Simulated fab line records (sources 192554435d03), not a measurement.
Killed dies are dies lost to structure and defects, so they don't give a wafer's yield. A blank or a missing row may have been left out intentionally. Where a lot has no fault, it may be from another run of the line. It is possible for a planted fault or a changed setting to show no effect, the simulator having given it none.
Split-lot trial + flow n5 finfet + 21 wafers read across 7 lots, on a route 1938 steps long

THE SPLIT
At N5_SDB_EXPOSE_08 (exposes mask SDB), the setting dose mj was moved away from the recipe's 49.6 on 9 of the 21 wafers read, by -4.7% to +4.6%. This setting was run at the recipe's value on the other wafers.

FROM THE SPLIT TO THE READING: what the file shows between them, 2 steps
- N5_SDB_PEB_09: peb time 60 s
- N5_SDB_DEVELOP_10: develop time 30 s

THE READING
cd nm at N5_SDB_CD_MEAS_11, given in nm (cd target 50 nm). Typical for fault-free wafers on this fab line: 49.3 nm, with standard deviation 1.4 nm.

| wafer  | tool, chamber at the split | dose mj as run | against the recipe | cd nm, nm | against lot-mates on the recipe |
|--------|----------------------------|----------------|--------------------|-----------|---------------------------------|
| L074.2 | arfi scanner-02, 0         | 49.6           | recipe             | 53.0      | -                               |
| L074.3 | arfi scanner-02, 0         | 49.6           | recipe             | 51.3      | -                               |
| L074.4 | arfi scanner-02, 0         | 49.6           | recipe             | 51.4      | -                               |
| L078.2 | arfi scanner-02, 0         | 51.89          | +4.6%              | 57.1      | +6.1                            |
| L078.3 | arfi scanner-02, 0         | 49.6           | recipe             | 51.0      | -                               |
| L078.5 | arfi scanner-02, 0         | 51.89          | +4.6%              | 54.9      | +3.9                            |
| L081.1 | arfi scanner-02, 0         | 47.25          | -4.7%              | 43.7      | -5.1                            |
| L081.3 | arfi scanner-02, 0         | 47.25          | -4.7%              | 42.7      | -6.1                            |
| L081.4 | arfi scanner-02, 0         | 49.6           | recipe             | 48.8      | -                               |
| L084.1 | arfi scanner-01, 0         | 48.06          | -3.1%              | 45.0      | -4.1                            |
| L084.2 | arfi scanner-01, 0         | 49.6           | recipe             | 49.1      | -                               |
| L084.6 | arfi scanner-01, 0         | 48.06          | -3.1%              | 45.0      | -4.1                            |
| L089.2 | arfi scanner-01, 0         | 47.7           | -3.8%              | 46.5      | -4.4                            |
| L089.4 | arfi scanner-01, 0         | 49.6           | recipe             | 50.9      | -                               |
| L089.6 | arfi scanner-01, 0         | 47.7           | -3.8%              | 47.2      | -3.7                            |
| L091.2 | arfi scanner-01, 0         | 51.03          | +2.9%              | 52.6      | +2.5                            |
| L091.3 | arfi scanner-01, 0         | 49.6           | recipe             | 49.5      | -                               |
| L091.5 | arfi scanner-01, 0         | 49.6           | recipe             | 50.7      | -                               |
| L097.1 | arfi scanner-02, 0         | 49.6           | recipe             | 48.1      | -                               |
| L097.4 | arfi scanner-02, 0         | 49.6           | recipe             | 48.7      | -                               |
| L097.5 | arfi scanner-02, 0         | 49.6           | recipe             | 49.0      | -                               |

THE FIT
A straight line over all 21 wafers: cd nm changes by +1.26 nm for each +1% of dose mj; r = +0.92; the points scatter about the line by 1.4 nm.
The same after taking each lot's own level away (the mean of its wafers on the recipe; 21 wafers): +1.12 nm for each +1%; r = +0.98; scatter 0.63 nm.
That fit puts the effect of the largest move of dose mj on the reading at 5.3 nm.
Measured against the standard deviation above, the lots' own levels, which go from 48.60 to 51.90 nm, span 2.4 times it.
Thus the slope moves with the lot-to-lot level: the two fits are different.
Check: -5.48 nm against its lot-mates is what the line predicts for one of the wafers moved furthest among these (-4.7%) when that wafer is left out of the fit. Against them it came out at -5.1 nm.

OTHER SPLITS ON THESE WAFERS
Other splits were also applied to these wafers ahead of the reading. Each is held against what the fit with the lots' levels taken away leaves over:
| other split on the same wafers  | wafers away from the commonest value | r with cd nm (lot level and that fit taken away) |
|---------------------------------|--------------------------------------|--------------------------------------------------|
| N5_DUMMY_GATE_EXPOSE_12 dose mj | 10                                   | +0.28                                            |
| N5_SD_EPI_P_COAT_35 spin rpm    | 7                                    | +0.14                                            |
| N5_SDB_COAT_04 spin rpm         | 9                                    | +0.05                                            |

THE FILE'S OWN FIT
cd nm changes by +1.12 nm for each +1% of dose mj, r = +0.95.
